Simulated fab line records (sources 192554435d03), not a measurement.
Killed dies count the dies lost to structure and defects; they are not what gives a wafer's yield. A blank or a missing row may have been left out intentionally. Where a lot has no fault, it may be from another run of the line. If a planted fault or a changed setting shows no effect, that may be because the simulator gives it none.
Chamber matching | flow n5-finfet | N5_BEOL_M2_ALD_84 on ald-metal-03: 4 sister chambers
The step deposits TaN, pulse time 2 s, purge time 3 s, co reactant purge time 2 s. 8 wafers are shown with their chamber, then 12 later ones without.

WAFERS, EACH WITH ITS CHAMBER
wafer  | chamber | heater-power-w (W)
L084.6 | 2       | 454
L086.5 | 3       | 359
L088.1 | 0       | 416
L088.2 | 1       | 490
L088.3 | 3       | 352
L089.1 | 1       | 495
L089.2 | 2       | 452
L089.3 | 0       | 420

WAFERS WITHOUT THEIR CHAMBER
wafer  | heater-power-w (W)
L089.4 | 364
L089.5 | 420
L089.6 | 487
L093.1 | 422
L093.5 | 419
L093.6 | 496
L097.2 | 356
L097.4 | 354
L097.5 | 461
L094.2 | 422
L094.3 | 445
L094.5 | 409

CHAMBER TAKEN BY EACH
wafer  | from the rows above | in truth
L089.4 | 3                   | 3
L089.5 | 0                   | 0
L089.6 | 1                   | 1
L093.1 | 0                   | 0
L093.5 | 0                   | 0
L093.6 | 1                   | 1
L097.2 | 3                   | 3
L097.4 | 3                   | 3
L097.5 | 2                   | 2
L094.2 | 0                   | 0
L094.3 | 2                   | 2
L094.5 | 0                   | 0
Placed correctly: 12 of 12. Can't be placed from these rows: 0. Wrongly placed: 0.
How it was worked out, from the rows above alone: a wafer's distance from a chamber is the root of the sum, over the readings, of the square of ((its reading less the chamber's mean) divided by the reading's scatter). If the next closest chamber is less than 2 further off than the closest, the wafer can't be placed; otherwise it belongs to the closest. A chamber's mean is the mean of its shown wafers. The scatter: take each reading less its chamber's mean, square it, sum over the shown wafers, divide by the number of wafers less the number of chambers, and take the root.
